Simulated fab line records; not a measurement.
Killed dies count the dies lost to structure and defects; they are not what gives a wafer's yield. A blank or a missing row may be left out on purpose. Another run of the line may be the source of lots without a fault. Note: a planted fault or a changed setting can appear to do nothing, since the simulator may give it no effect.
fab line records	flow n5Finfet	part 1 of 2: steps 1 to 25 of 32
[record] lots = 5	wafers = 15	lastDay = 19
route steps=1938 shown MIM_TOP_LITHO@1842 MIM_TOP_ETCH@1851 MIM_BOT_LITHO@1854 MIM_BOT_ETCH@1866 PASS1_CAP@1873
lots that met no fault: from a run of the same line without faults
startH: start of the lot's first displayed wafer, in hours after the record's first day	waitH: time in hours since the lot's previous step	" repeats the value in the row above	L1.1+2: several wafers, shown together as one row	- no value, or no start given	* or withheld: withheld	< > ~ a bound
route shown NAME@n: a module of which the file shows steps, and the number in the route of the first	usual: the fault-free wafers' mean and standard deviation	same: alike in all rows	chamber/n: place in a boat	sites: per-site readings	_std_site: standard deviation of those values	_edge_site: mean of outer sites minus mean of inner sites	radiusMm: for every site, how far away it sits from the centre of the wafer	mask NAME#n: copy n	behind: the tool/chamber that last shaped the wafer	hold: why the lot was held/for how many hours/how that ended	device: which transistor (n, p or np) failed to switch	end of line: the same wafers' tests at the end of the route	a step given without rows: its recipe and nothing more	killed: at the first sort, the dies lost to defects and structure; wafer yield is something else	map: the dies of a wafer, with x for killed, . for not killed, _ for no die there
set.NAME: setting as actually run; set.NAME@STEP: the setting as run at that earlier step	model.NAME: the simulator's own value behind a step, which no gauge read
lots at some steps of the route; a table a step, a row a wafer
services: a tool's chamber out of use, with start hour (startH, from the record's first day; less than 0 if before it), hours out, and reason
[[steps]]
[step N5_MIM_TOP_LITHO_SOFTBAKE_03]
[recipe] tempC = 100	timeS = 90
lot.wafer	tool	chamber	startH	waitH
L074.4+5+6	lithoTrack-01	0	-	-
L075.3+4+6	lithoTrack-01	0	-	-
L078.2+4+5	lithoTrack-04	0	-	-
L088.2+4+6	lithoTrack-04	0	-	-
L095.1+4+5	lithoTrack-02	0	-	-
[step N5_MIM_TOP_LITHO_EXPOSE_05]
[recipe] maskId = MIM_TOP	na = 0.55	sourceShape = conventional	sigmaOuter = 0.8	polarization = unpolarized	targetCdNm = 2000	doseMj = 20.5
[usual] exposureDoseMJCm2 = 20.479/0.022
lot.wafer	tool	chamber	startH	waitH	mask	exposureDoseMJCm2
L074.4	krfScanner-02	0	255.62	-	MIM_TOP#0	20.450
L074.5	"	0	"	"	MIM_TOP#0	20.445
L074.6	"	0	"	"	MIM_TOP#0	20.480
L075.3	krfScanner-02	0	261.06	-	MIM_TOP#0	20.516
L075.4	"	0	"	"	MIM_TOP#0	20.484
L075.6	"	0	"	"	MIM_TOP#0	20.495
L078.2	krfScanner-01	0	279.60	-	MIM_TOP#0	20.462
L078.4	"	0	"	"	MIM_TOP#0	20.490
L078.5	"	0	"	"	MIM_TOP#0	20.508
L088.2	krfScanner-02	0	350.60	-	MIM_TOP#0	20.483
L088.4	"	0	"	"	MIM_TOP#0	20.516
L088.6	"	0	"	"	MIM_TOP#0	20.472
L095.1	krfScanner-01	0	454.83	-	MIM_TOP#0	20.462
L095.4	"	0	"	"	MIM_TOP#0	20.443
L095.5	"	0	"	"	MIM_TOP#0	20.432
[step N5_MIM_TOP_LITHO_PEB_06]
[recipe] pebTempC = withheld	pebTimeS = *
[same] pebTimeS = *
lot.wafer	tool	chamber	startH	waitH
L074.4+5+6	lithoTrack-04	0	255.66	0.0
L075.3+4+6	lithoTrack-01	0	261.10	0.0
L078.2+4+5	lithoTrack-02	0	279.65	0.0
L088.2+4+6	lithoTrack-04	0	350.65	0.0
L095.1+4+5	lithoTrack-01	0	454.88	0.1
[step N5_MIM_TOP_LITHO_DEVELOP_07]
[recipe] developTimeS = 60	rinseLiquid = diw	dry = airSpin	devTempC = 21
[same] developTimeS = 60
lot.wafer	tool	chamber	startH	waitH
L074.4+5+6	lithoTrack-04	0	-	-
L075.3+4+6	lithoTrack-01	0	-	-
L078.2+4+5	lithoTrack-02	0	-	-
L088.2+4+6	lithoTrack-04	0	-	-
L095.1+4+5	lithoTrack-01	0	-	-
[step N5_MIM_TOP_LITHO_HARDBAKE_09]
[recipe] tempC = 130	timeS = 120
lot.wafer	tool	chamber	startH	waitH
L074.4+5+6	lithoTrack-04	0	-	-
L075.3+4+6	lithoTrack-01	0	-	-
L078.2+4+5	lithoTrack-02	0	-	-
L088.2+4+6	lithoTrack-04	0	-	-
L095.1+4+5	lithoTrack-01	0	-	-
[step N5_MIM_TOP_LITHO_CD_MEAS_08]
[recipe] targetCdNm = 2000	landingEnergyEv = 500	detector = seInlens
[usual] cdNm = 1998.8/1.7
lot.wafer	tool	chamber	startH	waitH	cdNm
L074.4	cdSem-02	0	255.78	-	2001.4
L074.5	"	0	"	"	1999.5
L074.6	"	0	"	"	2000.5
L075.3	cdSem-03	0	261.23	-	1997.9
L075.4	"	0	"	"	1997.3
L075.6	"	0	"	"	1999.1
L078.2	cdSem-01	0	279.77	-	1997.6
L078.4	"	0	"	"	2002.5
L078.5	"	0	"	"	2002.4
L088.2	cdSem-03	0	350.77	-	1999.3
L088.4	"	0	"	"	1999.5
L088.6	"	0	"	"	2001.7
L095.1	cdSem-03	0	455.00	-	2000.3
L095.4	"	0	"	"	1997.7
L095.5	"	0	"	"	1998.9
[step N5_MIM_TOP_LITHO_OVL_MEAS_11]
[recipe] pointsPerWafer = 44
[usual] MIM_TOP_OVL = 1/5.3
lot.wafer	tool	chamber	startH	waitH	MIM_TOP_OVL[nm]
L074.4	overlay-01	0	255.81	0.0	-7
L074.5	"	0	"	"	-1
L074.6	"	0	"	"	-2
L075.3	overlay-01	0	261.28	0.1	5
L075.4	"	0	"	"	-7
L075.6	"	0	"	"	-4
L078.2	overlay-01	0	279.80	0.0	4
L078.4	"	0	"	"	-3
L078.5	"	0	"	"	-1
L088.2	overlay-02	0	350.80	0.0	-6
L088.4	"	0	"	"	0
L088.6	"	0	"	"	1
L095.1	overlay-02	0	455.03	0.0	5
L095.4	"	0	"	"	8
L095.5	"	0	"	"	5
[step N5_MIM_TOP_LITHO_INSPECT_12]
[recipe] mode = adi	inspectInstrument = macro
[usual] rawDefectCount = 2.2/1.6
lot.wafer	tool	chamber	startH	waitH	rawDefectCount
L074.4	defectInspect-01	-	255.83	0.0	3
L074.5	"	-	"	"	1
L074.6	"	-	"	"	0
L075.3	defectInspect-02	-	261.30	0.0	5
L075.4	"	-	"	"	3
L075.6	"	-	"	"	0
L078.2	defectInspect-02	-	279.83	0.0	0
L078.4	"	-	"	"	3
L078.5	"	-	"	"	4
L088.2	defectInspect-01	-	350.83	0.0	4
L088.4	"	-	"	"	3
L088.6	"	-	"	"	2
L095.1	defectInspect-01	-	455.06	0.0	0
L095.4	"	-	"	"	5
L095.5	"	-	"	"	3
[step N5_MIM_TOP_LITHO_DESCUM_10]
[recipe] chemistry = O2	timeS = 7.9	sourcePowerW = 50	biasPowerW = 20	pressureMtorr = 20	rfFrequencyHz = 2.712e+07	tempC = 40	o2FlowSccm = 225
[usual] drypumpMotorCurrentA = 5.7/0.41	oesProductAu = 0.82/0.088	rfVppV = 243.6/1.5	showerheadPlenumPTorr = 2.12/0.082	throttleValvePct = 20.41/0.29
lot.wafer	tool	chamber	startH	waitH	drypumpMotorCurrentA	oesProductAu	rfHoursCounterH	rfVppV	showerheadPlenumPTorr	throttleValvePct
L074.4	rieDiel-01	2	256.04	0.2	5.5	0.84	70	242.7	2.12	20.33
L074.5	"	2	"	"	5.5	0.84	-	243.4	2.12	20.32
L074.6	"	3	"	"	5.7	0.88	-	242.9	2.22	20.72
L075.3	rieDiel-03	1	261.34	0.0	6.1	0.92	22	243.3	2.05	19.81
L075.4	"	1	"	"	6.1	0.92	-	243.5	2.05	19.82
L075.6	"	3	"	"	5.1	0.69	-	242.6	1.98	20.77
L078.2	rieDiel-03	1	279.86	0.0	6.1	0.91	26	242.9	2.04	19.84
L078.4	"	0	"	"	6.2	0.67	243	243.2	2.16	20.74
L078.5	"	3	"	"	5.1	0.69	-	240.5	1.98	20.78
L088.2	rieDiel-05	2	350.86	0.0	6.1	0.68	242	243.9	2.16	20.82
L088.4	"	3	"	"	6.1	0.97	9	245.9	2.25	20.21
L088.6	"	1	"	"	5.5	0.87	-	242.7	2.03	20.19
L095.1	rieDiel-01	3	455.09	0.0	5.7	0.80	99	243.4	2.20	20.82
L095.4	"	1	"	"	6.1	0.78	128	242.7	2.09	20.23
L095.5	"	0	"	"	5.2	0.71	-	244.4	2.16	20.56
[step N5_MIM_TOP_ETCH_ETCH_00]
[recipe] chemistry = Cl2/BCl3	target = TiN	targetDepthA = 385	ionEnergyEv = 150	pressureMtorr = 10	icpW = 1000	biasW = 126	Cl2_flow_sccm = 53.25	bcl3FlowSccm = 21.75	Ar_flow_sccm = 25
[usual] drypumpMotorCurrentA = 5.99/0.26	oesProductAu = 0.80/0.087	throttleValvePct = 22.62/0.17
lot.wafer	tool	chamber	startH	waitH	drypumpMotorCurrentA	oesProductAu	rfHoursCounterH	throttleValvePct
L074.4	rieMetal-01	1	256.16	0.1	6.39	0.70	-	22.45
L074.5	"	0	"	"	5.92	0.92	-	22.61
L074.6	"	1	"	"	6.43	0.70	-	22.44
L075.3	rieMetal-02	1	261.46	0.1	6.34	0.65	-	22.49
L075.4	"	0	"	"	5.63	0.88	-	22.70
L075.6	"	0	"	"	5.61	0.87	-	22.69
L078.2	rieMetal-03	1	279.95	0.1	5.95	0.89	8	22.55
L078.4	"	0	"	"	5.81	0.80	-	22.88
L078.5	"	1	"	"	5.96	0.89	-	22.53
L088.2	rieMetal-02	0	350.95	0.1	5.60	0.84	24	22.70
L088.4	"	0	"	"	5.60	0.85	-	22.72
L088.6	"	1	"	"	6.31	0.64	-	22.50
L095.1	rieMetal-03	1	455.18	0.1	5.96	0.83	21	22.56
L095.4	"	0	"	"	5.82	0.78	-	22.90
L095.5	"	0	"	"	5.86	0.78	-	22.89
[step N5_MIM_TOP_ETCH_STRIP_01]
[recipe] chemistry = O2	powerW = 600	tempC = 60	pressureMtorr = 30	rfFrequencyHz = 6e+07	biasPowerW = 0	overashFraction = 0.5	o2FlowSccm = 225
[usual] drypumpMotorCurrentA = 5.5/0.48	oesProductAu = 0.77/0.071	rfVppV = 3.7/1.2	showerheadPlenumPTorr = 2.11/0.053	throttleValvePct = 16.71/0.24
lot.wafer	tool	chamber	startH	waitH	drypumpMotorCurrentA	oesProductAu	rfHoursCounterH	rfVppV	showerheadPlenumPTorr	throttleValvePct
L074.4	rieDiel-02	1	256.32	0.1	5.7	0.76	164	5.0	2.09	16.67
L074.5	"	3	"	"	5.0	0.72	-	4.0	2.18	16.60
L074.6	"	0	"	"	5.3	0.71	-	3.6	2.07	16.97
L075.3	rieDiel-02	2	261.56	0.1	6.3	0.89	32	4.2	2.15	16.64
L075.4	"	1	"	"	5.7	0.76	165	4.3	2.09	16.63
L075.6	"	2	"	"	6.4	0.88	-	2.3	2.15	16.64
L078.2	rieDiel-04	2	280.09	0.1	5.0	0.81	103	3.0	2.03	16.79
L078.4	"	1	"	"	6.1	0.71	197	4.6	2.19	16.74
L078.5	"	0	"	"	5.1	0.77	-	4.9	2.10	16.62
L088.2	rieDiel-04	3	351.09	0.1	5.3	0.77	101	1.9	2.14	16.76
L088.4	"	2	"	"	4.9	0.79	123	2.2	2.02	16.79
L088.6	"	3	"	"	5.3	0.78	-	2.8	2.14	16.77
L095.1	rieDiel-02	1	455.49	0.3	5.7	0.71	221	4.5	2.07	16.73
L095.4	"	0	"	"	5.3	0.91	-	3.9	2.06	16.59
L095.5	"	3	"	"	5.0	0.69	-	1.7	2.16	16.72
[step N5_MIM_TOP_ETCH_PECVD_03]
[recipe] material = SiNx	targetThkA = 200	tempC = 400	precursor = SiH4/NH3/N2	pressureTorr = 1.5	rfW = 300	timeS = 17.6
[usual] heaterPowerW = 788/93	showerheadPlenumPTorr = 5.17/0.071	showerheadVppV = 1064/43	throttleValvePct = 39.1/2.7
lot.wafer	tool	chamber	startH	waitH	heaterPowerW	showerheadPlenumPTorr	showerheadVppV	throttleValvePct
L074.4	pecvd-01	0	256.41	-	817	5.10	1058	41.1
L074.5	"	2	"	"	866	5.18	1115	36.5
L074.6	"	1	"	"	657	5.21	1071	37.9
L075.3	pecvd-03	0	261.63	-	740	5.32	1058	43.3
L075.4	"	2	"	"	625	5.14	1089	34.8
L075.6	"	1	"	"	796	5.27	989	42.2
L078.2	pecvd-02	2	280.15	-	759	5.17	1004	35.6
L078.4	"	0	"	"	724	5.05	1034	38.5
L078.5	"	1	"	"	899	5.17	1123	42.2
L088.2	pecvd-01	2	351.15	-	775	5.19	1137	37.0
L088.4	"	0	"	"	867	5.09	1029	41.1
L088.6	"	2	"	"	807	5.18	1113	36.8
L095.1	pecvd-02	2	455.55	-	730	5.17	1026	36.5
L095.4	"	0	"	"	727	5.06	1073	39.1
L095.5	"	1	"	"	959	5.17	1099	42.1
[step N5_MIM_BOT_LITHO_HMDS_01]
[recipe] timeS = 60	tempC = 120
lot.wafer	tool	chamber	startH	waitH
L074.4+5+6	lithoTrack-05	0	256.46	0.0
L075.3+4+6	lithoTrack-05	0	261.70	0.1
L078.2+4+5	lithoTrack-05	0	280.22	0.0
L088.2+4+6	lithoTrack-03	0	351.23	0.0
L095.1+4+5	lithoTrack-04	0	455.63	0.0
[step N5_MIM_BOT_LITHO_COAT_02]
[recipe] spinRpm = *	resistThkNm = *
lot.wafer	tool	chamber	startH	waitH
L074.4+5+6	lithoTrack-05	0	-	-
L075.3+4+6	lithoTrack-05	0	-	-
L078.2+4+5	lithoTrack-05	0	-	-
L088.2+4+6	lithoTrack-03	0	-	-
L095.1+4+5	lithoTrack-04	0	-	-
[step N5_MIM_BOT_LITHO_EBR_04]
[recipe] solvent = PGMEA	ebrWidthMm = 1.5
lot.wafer	tool	chamber	startH	waitH
L074.4+5+6	lithoTrack-05	0	-	-
L075.3+4+6	lithoTrack-05	0	-	-
L078.2+4+5	lithoTrack-05	0	-	-
L088.2+4+6	lithoTrack-03	0	-	-
L095.1+4+5	lithoTrack-04	0	-	-
[step N5_MIM_BOT_LITHO_SOFTBAKE_03]
[recipe] tempC = 100	timeS = 90
lot.wafer	tool	chamber	startH	waitH
L074.4+5+6	lithoTrack-05	0	-	-
L075.3+4+6	lithoTrack-05	0	-	-
L078.2+4+5	lithoTrack-05	0	-	-
L088.2+4+6	lithoTrack-03	0	-	-
L095.1+4+5	lithoTrack-04	0	-	-
[step N5_MIM_BOT_LITHO_EXPOSE_05]
[recipe] maskId = MIM_BOT	na = 0.55	sourceShape = conventional	sigmaOuter = 0.8	polarization = unpolarized	doseMj = 24.25
[usual] exposureDoseMJCm2 = 24.251/0.026
lot.wafer	tool	chamber	startH	waitH	mask	exposureDoseMJCm2
L074.4	krfScanner-02	0	256.71	-	MIM_BOT#0	24.239
L074.5	"	0	"	"	MIM_BOT#0	24.235
L074.6	"	0	"	"	MIM_BOT#0	24.207
L075.3	krfScanner-02	0	261.82	-	MIM_BOT#0	24.234
L075.4	"	0	"	"	MIM_BOT#0	24.232
L075.6	"	0	"	"	MIM_BOT#0	24.306
L078.2	krfScanner-01	0	280.46	-	MIM_BOT#0	24.285
L078.4	"	0	"	"	MIM_BOT#0	24.266
L078.5	"	0	"	"	MIM_BOT#0	24.265
L088.2	krfScanner-01	0	351.34	-	MIM_BOT#0	24.241
L088.4	"	0	"	"	MIM_BOT#0	24.259
L088.6	"	0	"	"	MIM_BOT#0	24.274
L095.1	krfScanner-01	0	455.73	-	MIM_BOT#0	24.270
L095.4	"	0	"	"	MIM_BOT#0	24.256
L095.5	"	0	"	"	MIM_BOT#0	24.258
[step N5_MIM_BOT_LITHO_PEB_06]
[recipe] pebTempC = withheld	pebTimeS = *
[same] pebTimeS = *
lot.wafer	tool	chamber	startH	waitH
L074.4+5+6	lithoTrack-05	0	256.75	0.0
L075.3+4+6	lithoTrack-05	0	261.87	0.0
L078.2+4+5	lithoTrack-03	0	280.51	0.0
L088.2+4+6	lithoTrack-05	0	351.39	0.0
L095.1+4+5	lithoTrack-03	0	455.79	0.1
[step N5_MIM_BOT_LITHO_DEVELOP_07]
[recipe] developTimeS = 60	rinseLiquid = diw	dry = airSpin	devTempC = 21
[same] developTimeS = 60
lot.wafer	tool	chamber	startH	waitH
L074.4+5+6	lithoTrack-05	0	-	-
L075.3+4+6	lithoTrack-05	0	-	-
L078.2+4+5	lithoTrack-03	0	-	-
L088.2+4+6	lithoTrack-05	0	-	-
L095.1+4+5	lithoTrack-03	0	-	-
[step N5_MIM_BOT_LITHO_HARDBAKE_09]
[recipe] tempC = 130	timeS = 120
lot.wafer	tool	chamber	startH	waitH
L074.4+5+6	lithoTrack-05	0	-	-
L075.3+4+6	lithoTrack-05	0	-	-
L078.2+4+5	lithoTrack-03	0	-	-
L088.2+4+6	lithoTrack-05	0	-	-
L095.1+4+5	lithoTrack-03	0	-	-
[step N5_MIM_BOT_LITHO_CD_MEAS_08]
[recipe] targetCdNm = 3000	landingEnergyEv = 500	detector = seInlens	polarity = opening
[usual] cdNm = 2999.1/1.7
lot.wafer	tool	chamber	startH	waitH	cdNm
L074.4	cdSem-02	0	256.87	-	3003.9
L074.5	"	0	"	"	2998.7
L074.6	"	0	"	"	2999.7
L075.3	cdSem-01	0	261.99	-	2997.6
L075.4	"	0	"	"	3000.8
L075.6	"	0	"	"	2997.8
L078.2	cdSem-02	0	280.63	-	2998.1
L078.4	"	0	"	"	2997.4
L078.5	"	0	"	"	3000.8
L088.2	cdSem-03	0	351.51	-	2996.4
L088.4	"	0	"	"	2998.9
L088.6	"	0	"	"	2998.2
L095.1	cdSem-03	0	455.91	-	2997.4
L095.4	"	0	"	"	2999.1
L095.5	"	0	"	"	2999.8
[step N5_MIM_BOT_LITHO_OVL_MEAS_11]
[recipe] pointsPerWafer = 44
[usual] MIM_BOT_OVL = -1/6
lot.wafer	tool	chamber	startH	waitH	MIM_BOT_OVL[nm]
L074.4	overlay-01	0	256.90	0.0	14
L074.5	"	0	"	"	-3
L074.6	"	0	"	"	12
L075.3	overlay-01	0	262.01	0.0	-1
L075.4	"	0	"	"	9
L075.6	"	0	"	"	4
L078.2	overlay-02	0	280.66	0.0	-10
L078.4	"	0	"	"	-2
L078.5	"	0	"	"	-12
L088.2	overlay-02	0	351.54	0.0	0
L088.4	"	0	"	"	8
L088.6	"	0	"	"	-2
L095.1	overlay-02	0	455.94	0.0	6
L095.4	"	0	"	"	4
L095.5	"	0	"	"	9
[step N5_MIM_BOT_LITHO_INSPECT_12]
[recipe] mode = adi	inspectInstrument = macro
[usual] rawDefectCount = 2.1/1.5
lot.wafer	tool	chamber	startH	waitH	rawDefectCount
L074.4	defectInspect-01	-	256.92	0.0	4
L074.5	"	-	"	"	0
L074.6	"	-	"	"	3
L075.3	defectInspect-02	-	262.04	0.0	1
L075.4	"	-	"	"	0
L075.6	"	-	"	"	1
L078.2	defectInspect-01	-	280.69	0.0	2
L078.4	"	-	"	"	1
L078.5	"	-	"	"	2
L088.2	defectInspect-01	-	351.57	0.0	3
L088.4	"	-	"	"	1
L088.6	"	-	"	"	2
L095.1	defectInspect-02	-	455.96	0.0	1
L095.4	"	-	"	"	2
L095.5	"	-	"	"	0
[step N5_MIM_BOT_LITHO_DESCUM_10]
[recipe] chemistry = O2	timeS = 7.9	sourcePowerW = 50	biasPowerW = 20	pressureMtorr = 20	rfFrequencyHz = 2.712e+07	tempC = 40	o2FlowSccm = 225
[usual] drypumpMotorCurrentA = 5.8/0.38	oesProductAu = 0.83/0.09	rfVppV = 243.7/1.6	showerheadPlenumPTorr = 2.13/0.086	throttleValvePct = 20.36/0.28
lot.wafer	tool	chamber	startH	waitH	drypumpMotorCurrentA	oesProductAu	rfHoursCounterH	rfVppV	showerheadPlenumPTorr	throttleValvePct
L074.4	rieDiel-01	2	257.02	0.1	5.5	0.85	71	244.2	2.12	20.34
L074.5	"	2	"	"	5.5	0.85	-	244.2	2.12	20.34
L074.6	"	1	"	"	6.1	0.85	-	244.6	2.11	20.13
L075.3	rieDiel-01	0	262.07	0.0	5.2	0.77	130	244.7	2.18	20.46
L075.4	"	2	"	"	5.5	0.84	72	243.5	2.12	20.33
L075.6	"	3	"	"	5.7	0.88	-	245.4	2.22	20.72
L078.2	rieDiel-05	3	280.72	0.0	6.1	0.69	243	241.8	1.99	20.53
L078.4	"	2	"	"	6.1	0.70	215	244.5	2.17	20.77
L078.5	"	3	"	"	6.1	0.70	-	240.8	1.99	20.54
L088.2	rieDiel-03	3	351.60	0.0	5.1	0.99	1	248.0	2.23	20.35
L088.4	"	0	"	"	6.2	0.95	6	243.6	2.15	20.34
L088.6	"	1	"	"	6.1	0.88	-	241.2	2.04	19.86
L095.1	rieDiel-05	2	456.00	0.0	6.2	0.91	19	244.0	2.15	20.40
L095.4	"	3	"	"	6.1	0.90	43	245.7	2.23	20.26
L095.5	"	0	"	"	6.1	0.82	-	245.1	2.21	20.12
[step N5_MIM_BOT_ETCH_ETCH_04]
[recipe] chemistry = CF4/O2	target = SiNx	targetDepthA = 260	timeS = 13	ionEnergyEv = 100	pressureMtorr = 40	sourceW = 535	biasW = 49	Ar_flow_sccm = 100	cf4FlowSccm = 100	O2_flow_sccm = 10
[usual] O2_flow_sccm = 10.00/0.032	drypumpMotorCurrentA = 5.8/0.38	oesProductAu = 0.83/0.089	rfVppV = 240/5	showerheadPlenumPTorr = 2.24/0.085	throttleValvePct = 15.90/0.26
lot.wafer	tool	chamber	startH	waitH	O2_flow_sccm	drypumpMotorCurrentA	oesProductAu	rfHoursCounterH	rfVppV	showerheadPlenumPTorr	throttleValvePct
L074.4	rieDiel-01	2	257.09	0.0	9.99	5.5	0.83	71	246	2.23	15.82
L074.5	"	2	"	"	9.96	5.6	0.83	-	247	2.23	15.81
L074.6	"	1	"	"	10.01	6.1	0.86	-	246	2.23	15.73
L075.3	rieDiel-01	0	262.14	0.0	10.01	5.2	0.75	130	244	2.30	16.01
L075.4	"	2	"	"	10.02	5.6	0.84	72	246	2.23	15.83
L075.6	"	3	"	"	9.95	5.7	0.86	-	238	2.35	16.29
L078.2	rieDiel-05	3	280.78	0.0	9.98	6.1	0.70	243	231	2.08	16.11
L078.4	"	2	"	"	10.00	6.1	0.70	215	247	2.26	16.24
L078.5	"	3	"	"	10.05	6.1	0.69	-	231	2.09	16.12
L088.2	rieDiel-03	3	351.66	0.0	10.02	5.2	0.97	1	244	2.35	15.91
L088.4	"	0	"	"	9.97	6.2	0.95	6	243	2.26	15.86
L088.6	"	1	"	"	10.00	6.1	0.87	-	239	2.15	15.49
L095.1	rieDiel-05	2	456.06	0.0	10.00	6.1	0.90	19	246	2.24	15.83
L095.4	"	3	"	"	9.95	6.1	0.89	43	237	2.33	15.72
L095.5	"	0	"	"	10.02	6.1	0.82	-	236	2.32	15.67
